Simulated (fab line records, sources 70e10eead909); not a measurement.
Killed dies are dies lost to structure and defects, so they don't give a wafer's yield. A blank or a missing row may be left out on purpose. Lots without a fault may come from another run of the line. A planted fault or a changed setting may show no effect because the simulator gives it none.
fab line records | flow nand_harc
record lots=5 wafers=15 last_day=34
route steps=1302 shown P_GATE@170 END@1302
lots that met no fault: from a run of the same line without faults
start_h: hours from the record's first day to the start of the lot's first wafer shown | wait_h: hours since the lot's step before | " the same as in the row above | L1.1+2: a row that stands for several wafers | - no value, or no start given | * or withheld: withheld | < > ~ a bound
route shown NAME@n: a module of which the file shows steps, and the number in the route of the first | usual: mean/standard deviation of fault-free wafers | same: alike in all rows | chamber/n: place in a boat | sites: the reading at each site | _std_site: their standard deviation | _edge_site: outer sites' mean less inner sites' | radius_mm: how far each site lies from the wafer's centre | mask NAME#n: copy n | behind: the tool/chamber that last shaped the wafer | hold: why the lot was held/for how many hours/how that ended | device: the transistor (n, p or np) that didn't switch | end of line: the same wafers' tests at the end of the route | a step without rows: its recipe alone | killed: dies lost to structure and defects at the first sort, not the wafer's yield | map: a wafer's dies, x killed, . not, _ none there
set.NAME: the setting as run; set.NAME@STEP: as run at that earlier step | model.NAME: the simulator's own value behind a step, which no gauge read
lots at some steps of the route; a table a step, a row a wafer
services: from which hour (start_h, from the record's first day; less than 0 if before it) a tool's chamber was out of use, for how many hours, and why
## steps
# step NHARC_P_GATE_CD_MEAS_46
# recipe target_cd_nm=720 landing_energy_ev=500
# usual cd_nm=720.3/1.2
# columns lot.wafer tool chamber start_h wait_h cd_nm
L774.3 cd_sem-02 0 124.55 - 721.3
L774.5 " 0 " " 721.8
L774.6 " 0 " " 724.6
L779.1 cd_sem-01 0 169.18 - 721.9
L779.3 " 0 " " 721.6
L779.4 " 0 " " 722.2
L786.3 cd_sem-01 0 235.59 - 721.7
L786.4 " 0 " " 723.5
L786.6 " 0 " " 721.9
L793.1 cd_sem-01 0 312.34 - 719.4
L793.3 " 0 " " 721.1
L793.4 " 0 " " 718.6
L796.1 cd_sem-02 0 333.38 - 720.4
L796.4 " 0 " " 720.9
L796.5 " 0 " " 721.7
# step NHARC_P_GATE_HARDBAKE_47
# recipe temp_c=125 time_s=80
# step NHARC_P_GATE_DESCUM_48
# recipe time_s=3 o2_flow_sccm=200 ar_flow_sccm=0 bias_power_w=0 chemistry=O2
# usual drypump_motor_current_A=6.0/0.52 oes_product_au=1.002/0.0077 rf_vpp_V=57.9/0.86 showerhead_plenum_p_Torr=1.97/0.072 throttle_valve_pct=11.310/0.0099
# columns lot.wafer tool chamber start_h wait_h drypump_motor_current_A oes_product_au rf_hours_counter_h rf_vpp_V showerhead_plenum_p_Torr throttle_valve_pct
L774.3 rie_diel-05 0 124.71 - 5.8 1.000 4.5 58.1 1.95 11.308
L774.5 " 3 " " 6.0 1.009 - 59.8 2.04 11.318
L774.6 " 0 " " 5.8 1.002 - 58.0 1.95 11.300
L779.3 rie_diel-07 2 169.34 - 5.6 0.999 1.2 58.2 2.01 11.326
L779.1 " 3 " " 5.8 1.000 1.5 58.6 2.05 11.305
L779.4 " 0 " " 5.2 1.007 1.5 57.8 2.04 11.316
L786.4 rie_diel-07 0 235.74 - 5.2 1.011 5.3 57.1 2.04 11.303
L786.3 " 3 " " 5.8 1.009 5.0 58.1 2.05 11.315
L786.6 " 0 " " 5.2 1.010 - 58.8 2.04 11.302
L793.4 rie_diel-01 1 312.50 - 5.9 1.002 5.9 58.4 1.98 11.304
L793.1 " 3 " " 5.7 0.996 5.9 57.5 1.89 11.298
L793.3 " 0 " " 6.2 1.005 5.2 57.3 2.06 11.308
L796.1 rie_diel-01 1 333.54 - 6.0 1.004 6.1 58.2 1.98 11.315
L796.4 " 0 " " 6.2 0.993 5.4 58.0 2.06 11.313
L796.5 " 2 " " 4.9 1.005 - 56.5 1.90 11.326
# step NHARC_P_GATE_IMPLANT_49
# recipe energy_kev=30 dose_cm2=3e+15 tilt_deg=7
# step NHARC_P_GATE_STRIP_111
# recipe power_w=1500 temp_c=110 time_s=250 chemistry=N2/H2
# usual drypump_motor_current_A=5.5/0.49 heater_power_w=91/5.5
# columns lot.wafer tool chamber start_h wait_h drypump_motor_current_A heater_power_w rf_hours_counter_h
L774.3 plasma_asher-02 0 125.17 0.2 4.8 91 -
L774.6 " 0 " " 4.8 90 -
L774.5 " 1 " " 5.8 101 -
L779.1 plasma_asher-02 1 169.73 0.2 5.8 98 23
L779.3 " 1 " " 5.8 99 -
L779.4 " 0 " " 4.8 91 -
L786.3 plasma_asher-02 0 236.33 0.2 4.8 92 -
L786.4 " 1 " " 5.8 100 -
L786.6 " 0 " " 4.8 91 -
L793.1 plasma_asher-01 0 312.92 0.2 5.9 81 28
L793.3 " 1 " " 5.8 90 -
L793.4 " 0 " " 6.0 81 -
L796.1 plasma_asher-01 1 333.96 0.2 5.8 88 30
L796.4 " 1 " " 5.8 90 -
L796.5 " 1 " " 5.8 90 -
# step NHARC_P_GATE_STRIP_75
# recipe power_w=1500 temp_c=250 chemistry=O2
# usual drypump_motor_current_A=5.5/0.49 heater_power_w=340/21
# columns lot.wafer tool chamber start_h wait_h drypump_motor_current_A heater_power_w rf_hours_counter_h
L774.3 plasma_asher-02 0 125.40 0.2 4.8 347 -
L774.6 " 0 " " 4.8 345 -
L774.5 " 1 " " 5.8 372 -
L779.1 plasma_asher-02 1 170.04 0.3 5.7 361 23
L779.3 " 1 " " 5.7 363 -
L779.4 " 0 " " 4.8 341 -
L786.3 plasma_asher-02 0 236.55 0.2 4.8 346 -
L786.4 " 1 " " 5.8 358 -
L786.6 " 0 " " 4.8 343 -
L793.1 plasma_asher-01 0 313.19 0.2 5.9 306 28
L793.3 " 1 " " 5.8 340 -
L793.4 " 0 " " 5.9 293 -
L796.1 plasma_asher-01 1 334.22 0.2 5.8 336 30
L796.4 " 1 " " 5.8 344 -
L796.5 " 1 " " 5.8 336 -
# step NHARC_P_GATE_STRIP_50
# recipe time_s=900 temp_c=130 chemistry=SPM
# step NHARC_P_GATE_DEHYDRATE_51
# recipe temp_c=150 time_s=120
# step NHARC_P_GATE_HMDS_52
# recipe time_s=30
# step NHARC_P_GATE_COAT_53
# recipe spin_rpm=3000
# step NHARC_P_GATE_SOFTBAKE_54
# recipe temp_c=122 time_s=95
# step NHARC_P_GATE_EBR_55
# step NHARC_P_GATE_EXPOSE_56
# recipe na=0.6 target_cd_nm=720 dose_mj=14.81 mask_id=P_PSD
# columns lot.wafer tool chamber start_h wait_h mask
L774.3+5+6 krf_scanner-02 0 126.15 - P_PSD#0
L779.1+3+4 krf_scanner-04 0 170.69 - P_PSD#0
L786.3+4+6 krf_scanner-04 0 237.18 - P_HVN#0
L793.1+3+4 krf_scanner-04 0 313.94 - P_PSD#0
L796.1+4+5 krf_scanner-02 0 334.98 - P_PSD#0
# step NHARC_P_GATE_PEB_57
# recipe peb_temp_c=118 peb_time_s=85
# step NHARC_P_GATE_DEVELOP_58
# recipe time_s=70
# step NHARC_P_GATE_CD_MEAS_59
# recipe target_cd_nm=720 landing_energy_ev=500
# usual cd_nm=720.2/1.3
# columns lot.wafer tool chamber start_h wait_h cd_nm
L774.3 cd_sem-01 0 126.30 - 723.1
L774.5 " 0 " " 720.6
L774.6 " 0 " " 723.3
L779.1 cd_sem-02 0 170.84 - 721.1
L779.3 " 0 " " 721.9
L779.4 " 0 " " 721.0
L786.3 cd_sem-03 0 237.34 - -
L786.4 " 0 " " -
L786.6 " 0 " " -
L793.1 cd_sem-03 0 314.10 - 719.1
L793.3 " 0 " " 719.0
L793.4 " 0 " " 721.2
L796.1 cd_sem-02 0 335.14 - 719.0
L796.4 " 0 " " 719.1
L796.5 " 0 " " 720.3
# step NHARC_P_GATE_HARDBAKE_60
# recipe temp_c=125 time_s=80
# step NHARC_END_SORT_01
# recipe temp_c=25
# usual killed_at_array=62/16 killed_at_other=0.8/1.1 killed_at_periphery=4/3.2 killed_dies=67/16 killed_open=3.5/1.9 killed_short=2.1/1.5
# same gross_dies=677
# columns lot.wafer tool chamber start_h wait_h hold killed_at_array killed_at_other killed_at_periphery killed_dies killed_open killed_short
L774.3 prober-01 0 584.39 3.1 - 74 0 5 79 4 4
L774.5 prober-01 0 585.98 3.7 - 82 0 4 86 4 4
L774.6 prober-01 0 586.78 4.0 - 76 1 3 80 0 2
L779.1 prober-01 0 631.23 2.5 - 64 3 2 69 4 5
L779.3 prober-01 0 632.82 3.1 - 51 3 4 58 2 0
L779.4 prober-01 0 633.62 3.4 - 60 1 8 69 3 2
L786.3 prober-02 0 683.98 3.1 await_dispo/1.3h/scrap 52 1 624 677 0 2
L786.4 prober-02 0 684.77 3.4 await_dispo/1.3h/scrap 41 0 636 677 4 2
L786.6 prober-02 0 686.36 4.0 await_dispo/1.3h/scrap 38 1 638 677 3 0
L793.1 prober-02 0 772.64 2.5 - 59 1 11 71 3 1
L793.3 prober-02 0 774.23 3.1 - 91 0 6 97 1 0
L793.4 prober-02 0 775.03 3.4 - 74 2 9 85 3 2
# killed by level:class
L774.3 A_CHANNEL_HOLE_D1:chamber_film_flake=33 A_SLIT:chamber_film_flake=20 A_CHANNEL_HOLE_D2:chamber_film_flake=5 A_CONTACT:chamber_film_flake=5 P_M1:chamber_film_flake=3 A_STAIRCASE:chamber_film_flake=3 A_ONON_D2:geometric_particle:short=2 A_M0:geometric_particle:open=2
L774.5 A_CHANNEL_HOLE_D1:chamber_film_flake=36 A_SLIT:chamber_film_flake=25 A_CHANNEL_HOLE_D2:chamber_film_flake=4 A_STAIRCASE:chamber_film_flake=3 A_ONON_D1:geometric_particle:open=2 P_M1:chamber_film_flake=2 A_ZERO_WELL:chamber_film_flake=2 A_CONTACT:chamber_film_flake=2
L774.6 A_CHANNEL_HOLE_D1:chamber_film_flake=33 A_SLIT:chamber_film_flake=31 A_CHANNEL_HOLE_D2:chamber_film_flake=6 A_CONTACT:chamber_film_flake=3 P_M1:chamber_film_flake=2 P_CONTACT:geometric_particle:short=1 A_ONON_D2:geometric_particle:short=1 A_DECK1_JOINT:chamber_film_flake=1
L779.1 A_CHANNEL_HOLE_D1:chamber_film_flake=29 A_CHANNEL_HOLE_D2:chamber_film_flake=15 A_CONTACT:chamber_film_flake=3 THIN_TSV:chamber_film_flake=3 A_CHANNEL_FILL_D2:geometric_particle:short=2 A_SGD_CUT:geometric_particle:open=2 A_ZERO_WELL:chamber_film_flake=2 A_WL_FILL:chamber_film_flake=2
L779.3 A_CHANNEL_HOLE_D1:chamber_film_flake=30 A_CHANNEL_HOLE_D2:chamber_film_flake=16 P_CONTACT:chamber_film_flake=3 THIN_TSV:chamber_film_flake=3 A_WL_FILL:chamber_film_flake=2 P_CONTACT:geometric_particle:open=1 A_WL_FILL:geometric_particle:open=1 A_STAIRCASE:chamber_film_flake=1
L779.4 A_CHANNEL_HOLE_D1:chamber_film_flake=30 A_CHANNEL_HOLE_D2:chamber_film_flake=16 P_CONTACT:chamber_film_flake=4 A_CONTACT:chamber_film_flake=4 A_WL_FILL:chamber_film_flake=4 A_ZERO_WELL:chamber_film_flake=2 P_GATE:geometric_particle:open=1 P_CONTACT:geometric_particle:open=1
L786.3 P_GATE:area_expose=621 A_CHANNEL_HOLE_D1:chamber_film_flake=38 A_SLIT:chamber_film_flake=7 A_CONTACT:chamber_film_flake=3 P_M2:chamber_film_flake=2 A_STAIRCASE:chamber_film_flake=2 A_CHANNEL_FILL_D1:geometric_particle:short=1 A_SGD_CUT:geometric_particle:short=1
L786.4 P_GATE:area_expose=634 A_CHANNEL_HOLE_D1:chamber_film_flake=30 A_SLIT:chamber_film_flake=3 A_CONTACT:chamber_film_flake=2 A_ONON_D1:geometric_particle:open=1 A_CHANNEL_FILL_D2:geometric_particle:short=1 A_WL_FILL:geometric_particle:short=1 A_CONTACT:geometric_particle:open=1
L786.6 P_GATE:area_expose=632 A_CHANNEL_HOLE_D1:chamber_film_flake=30 P_M2:chamber_film_flake=3 A_CHANNEL_FILL_D2:geometric_particle:open=2 P_GATE:chamber_film_flake=2 A_SLIT:chamber_film_flake=2 A_CONTACT:chamber_film_flake=2 P_ZERO_WELL:chamber_film_flake=1
L793.1 A_CHANNEL_HOLE_D2:chamber_film_flake=25 A_SLIT:chamber_film_flake=23 P_BONDPAD:chamber_film_flake=7 A_CONTACT:chamber_film_flake=3 P_ZERO_WELL:chamber_film_flake=2 A_CHANNEL_HOLE_D1:unspecified=2 A_CHANNEL_HOLE_D1:chamber_film_flake=2 P_GATE:geometric_particle:open=1
L793.3 A_SLIT:chamber_film_flake=38 A_CHANNEL_HOLE_D2:chamber_film_flake=34 A_CONTACT:chamber_film_flake=10 P_ZERO_WELL:chamber_film_flake=3 A_CHANNEL_FILL_D2:chamber_film_flake=3 P_BONDPAD:chamber_film_flake=2 A_CHANNEL_HOLE_D1:unspecified=2 A_CHANNEL_HOLE_D1:chamber_film_flake=2
L793.4 A_CHANNEL_HOLE_D2:chamber_film_flake=30 A_SLIT:chamber_film_flake=28 A_CONTACT:chamber_film_flake=8 P_BONDPAD:chamber_film_flake=7 A_ONON_D1:geometric_particle:open=2 THIN_TSV:chamber_film_flake=2 P_STI:geometric_particle:short=1 A_CHANNEL_FILL_D2:geometric_particle:open=1
# map L786.3 (x killed, . not)
____________x____________
_________xxxxxxx_________
_______xxxxxxxxxxx_______
______xxxxxxxxxxxxx______
_____xxxxxxxxxxxxxxx_____
____xxxxxxxxxxxxxxxxx____
____xxxxxxxxxxxxxxxxx____
___xxxxxxxxxxxxxxxxxxx___
___xxxxxxxxxxxxxxxxxxx___
__xxxxxxxxxxxxxxxxxxxxx__
__xxxxxxxxxxxxxxxxxxxxx__
_xxxxxxxxxxxxxxxxxxxxxxx_
_xxxxxxxxxxxxxxxxxxxxxxx_
_xxxxxxxxxxxxxxxxxxxxxxx_
_xxxxxxxxxxxxxxxxxxxxxxx_
_xxxxxxxxxxxxxxxxxxxxxxx_
xxxxxxxxxxxxxxxxxxxxxxxxx
xxxxxxxxxxxxxxxxxxxxxxxxx
xxxxxxxxxxxxxxxxxxxxxxxxx
xxxxxxxxxxxxxxxxxxxxxxxxx
xxxxxxxxxxxxxxxxxxxxxxxxx
_xxxxxxxxxxxxxxxxxxxxxxx_
_xxxxxxxxxxxxxxxxxxxxxxx_
_xxxxxxxxxxxxxxxxxxxxxxx_
_xxxxxxxxxxxxxxxxxxxxxxx_
_xxxxxxxxxxxxxxxxxxxxxxx_
__xxxxxxxxxxxxxxxxxxxxx__
__xxxxxxxxxxxxxxxxxxxxx__
___xxxxxxxxxxxxxxxxxxx___
___xxxxxxxxxxxxxxxxxxx___
____xxxxxxxxxxxxxxxxx____
____xxxxxxxxxxxxxxxxx____
_____xxxxxxxxxxxxxxx_____
______xxxxxxxxxxxxx______
_______xxxxxxxxxxx_______
_________xxxxxxx_________
____________x____________
# map L779.1 (x killed, . not)
____________.____________
_________......._________
_______..........._______
______.............______
_____..............._____
____..........x......____
____....x............____
___.....x....x........___
___....xxx..x.......xx___
__......xxxxxxx.x.x..x.__
__......x..x.xxx..x...x__
_......xx..xxxxx..x....._
_......xx....xxxx......._
_...........xxxxxx......_
_.x.........xxxxx......._
_.................x....._
........x......xx..x.....
.........................
.................x.......
..............x..........
.........................
_......................._
_......................._
_.........x............._
_......................._
_......................._
__.....................__
__..................x..__
___x..............x..x___
___...xx...x..........___
____.................____
____.x...............____
_____..............._____
______.............______
_______..........._______
_________......._________
____________.____________
## services
# columns tool chamber start_h hours kind
rie_diel-07 - 117.20 9.0 pm
plasma_asher-01 - 125.26 32.1 repair
rie_diel-07 2 128.38 5.2 repair
rie_diel-01 0 147.24 33.8 repair
plasma_asher-01 - 165.26 9.0 pm
krf_scanner-04 - 182.00 4.0 pm
rie_diel-05 0 191.70 3.7 repair
krf_scanner-04 - 199.97 1.1 repair
rie_diel-07 1 200.25 9.8 repair
rie_diel-01 - 203.80 9.0 pm
rie_diel-05 0 214.54 3.1 repair
plasma_asher-01 - 215.15 3.5 repair
rie_diel-05 - 229.62 9.0 pm
krf_scanner-02 - 266.00 4.0 pm
plasma_asher-02 - 266.20 9.0 pm
plasma_asher-02 0 266.20 9.0 vent_cycle
plasma_asher-02 1 266.20 9.0 vent_cycle
plasma_asher-02 0 275.20 - clean
plasma_asher-02 1 275.20 - clean
rie_diel-07 - 294.20 9.0 pm
rie_diel-01 2 294.76 7.8 repair
rie_diel-07 2 313.06 3.7 repair
rie_diel-07 3 313.56 14.5 repair
rie_diel-07 1 324.01 8.8 repair
## key
first_sign step=NHARC_P_GATE_EXPOSE_56 reading=mask direction=changed
effect step=NHARC_P_GATE_CD_MEAS_59 reading=cd_nm direction=missing
effect step=NHARC_END_SORT_01 reading=killed_at_periphery direction=up sigmas=99+ usual=4 struck=633
more_kills_born_at NHARC_P_GATE_EXPOSE_56@krf_scanner-04=1887
met_at NHARC_P_GATE_EXPOSE_56
struck_wafers L786.3,L786.4,L786.6
later_rows_left_out L786.3,L786.4,L786.6
tester_left_out L786
onset_between 170.69 237.18
fault kind=wrong_mask tool=any chamber=- onset_h=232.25 steps=NHARC_P_GATE_EXPOSE_56 aux_copy=P_HVN#0 scope=struck_lots_only
# tester_left_out: of these lots the tester's yield and bins aren't shown, on N5 and GAA mostly nor the transistor test; their killed dies are dies lost to structure and defects alone, not to doping, threshold or leakage, so they don't give the yield
# later_rows_left_out: the simulator's readings of these wafers behind a module that went badly wrong aren't trusted and aren't shown, but for the sort
